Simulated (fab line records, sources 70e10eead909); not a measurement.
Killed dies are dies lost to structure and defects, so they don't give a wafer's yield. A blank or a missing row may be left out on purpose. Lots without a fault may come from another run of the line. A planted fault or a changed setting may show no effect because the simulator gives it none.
Chamber matching | flow nand_harc | NHARC_A_BONDPAD_CMP_29 on cmp-02: 4 sister chambers
The step polishes SiCN, target thk 200 nm. 4 wafers are shown with their chamber, then 7 later ones without.

WAFERS WITH THEIR CHAMBER
wafer  | chamber | motor_current_A (A)
L563.1 | 2       | 10.9
L563.5 | 3       | 13.7
L565.1 | 0       | 10.8
L565.3 | 1       | 12.2

WAFERS WITHOUT THEIR CHAMBER
wafer  | motor_current_A (A)
L565.4 | 11.2
L568.1 | 10.0
L568.2 | 14.0
L568.6 | 10.8
L572.3 | 11.2
L572.4 | 13.4
L572.6 | 11.1

WHICH CHAMBER EACH WENT THROUGH
wafer  | from the rows above          | in truth
L565.4 | can't be placed: 2 or 0 or 1 | 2
L568.1 | can't be placed: 0 or 2      | 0
L568.2 | 3                            | 3
L568.6 | can't be placed: 0 or 2      | 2
L572.3 | can't be placed: 2 or 0 or 1 | 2
L572.4 | 3                            | 3
L572.6 | can't be placed: 2 or 0      | 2
Placed correctly: 2 of 7. Can't be placed from these rows: 5 (the true chamber is among the candidates in 5). Placed wrongly: 0.
How it was worked out, from the rows above alone: a wafer's distance from a chamber is the root of the sum, over the readings, of the square of ((its reading less the chamber's mean) divided by the reading's scatter). The wafer belongs to the nearest chamber; if the next one is less than 2 further off, it can't be placed. A chamber's mean is the mean of its shown wafers. The scatter: with one shown wafer a chamber, the root of the mean of the squares of how far each hidden wafer lies from its nearest shown one.
